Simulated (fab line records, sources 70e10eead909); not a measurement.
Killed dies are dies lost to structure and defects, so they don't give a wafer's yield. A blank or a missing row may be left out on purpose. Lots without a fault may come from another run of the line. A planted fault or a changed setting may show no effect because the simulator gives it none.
A struck lot beside a sound one | flow nand_harc | 14 steps out of a route of 1159
Sound: wafers L820.3, L820.4, L820.5. Struck: wafers L829.2, L829.4, L829.6. The cause comes at the end.
At each step with rows: each side's tool, then ch and its chambers, then its first start. Under that, the readings that differ: sound wafers | struck wafers | difference of the means | sigmas: that difference in standard deviations of wafers without a fault.
alike: readings whose means differ by less than 2 such deviations, and words and numbers that are the same on both sides. not compared: withheld readings, readings that some wafer has no value for, bounds like >300 that may hide the same value, and numbers for which the record gives no deviation and whose values overlap.
The two part at a step that has a row with sigmas, a row that says differs or no value, or rows on one side only. Numbers that don't overlap but have no deviation are shown without sigmas and don't part them. A reading that every wafer of one side lacks parts them only if that side has two wafers or more.

NHARC_P_GATE_STRIP_95: strips in O2.
  sound on plasma_asher-02 ch 0,1, day 6 04:00; struck on plasma_asher-02 ch 0,1, day 9 03:41
  alike: drypump_motor_current_A, heater_power_w
  not compared: rf_hours_counter_h
then, 1 step without rows for these wafers: NHARC_P_GATE_STRIP_96 (strips in SPM, time 900 s).
NHARC_P_GATE_RTA_64: time 1 s.
  sound on rtp_anneal-02 ch 0, day 6 04:35; struck on rtp_anneal-02 ch 0, day 9 04:17
  alike: anneal_temp_c_max, lamp_power_pct, lamp_zone_3_pct, wafer_temp_C_max
then, 1 step without rows for these wafers: NHARC_P_GATE_ETCH_77 (etches SiO2 in dHF, target depth 6 nm).
NHARC_P_GATE_DEGAS_109: time 60 s.
  sound on pvd_sputter-03, day 6 04:50; struck on pvd_sputter-03, day 9 04:34
  alike: heater_power_w
then, 5 steps without rows for these wafers: NHARC_P_GATE_PRE_CLEAN_110 (time 30 s); NHARC_P_GATE_SPUTTER_78 (material Ni, target thk 10 nm); NHARC_P_GATE_SPUTTER_79 (material TiN, target thk 10 nm); NHARC_P_GATE_RTA_80 (time 30 s); NHARC_P_GATE_STRIP_67 (strips in SPM, time 600 s).
NHARC_P_GATE_RTA_82: time 30 s.
  sound on rtp_anneal-01 ch 0, day 6 05:39; struck on rtp_anneal-01 ch 0, day 9 05:20
  alike: anneal_temp_c_max, lamp_power_pct, lamp_zone_3_pct, wafer_temp_C_max
NHARC_P_GATE_INSPECT_68:
  sound on defect_inspect-02, day 6 05:47; struck on defect_inspect-02, day 9 05:31
  alike: raw_defect_count
NHARC_P_CONTACT_DEP_30: deposits SiNx, target thk 30 nm.
  sound on pecvd-04 ch 0,2, day 6 05:53; struck on pecvd-01 ch 0,2, day 9 06:02
  alike: heater_power_w, rf_fwd_power_W
NHARC_P_CONTACT_DEP_00: deposits SiO2, target thk 500 nm.
  sound on pecvd-04 ch 0,2; struck on pecvd-01 ch 0,2
  alike: chamber_pressure_Torr, heater_power_w, rf_fwd_power_W, throttle_valve_pct

WHERE THEY PART
Nowhere in this record.

WHY: what the simulator had put in
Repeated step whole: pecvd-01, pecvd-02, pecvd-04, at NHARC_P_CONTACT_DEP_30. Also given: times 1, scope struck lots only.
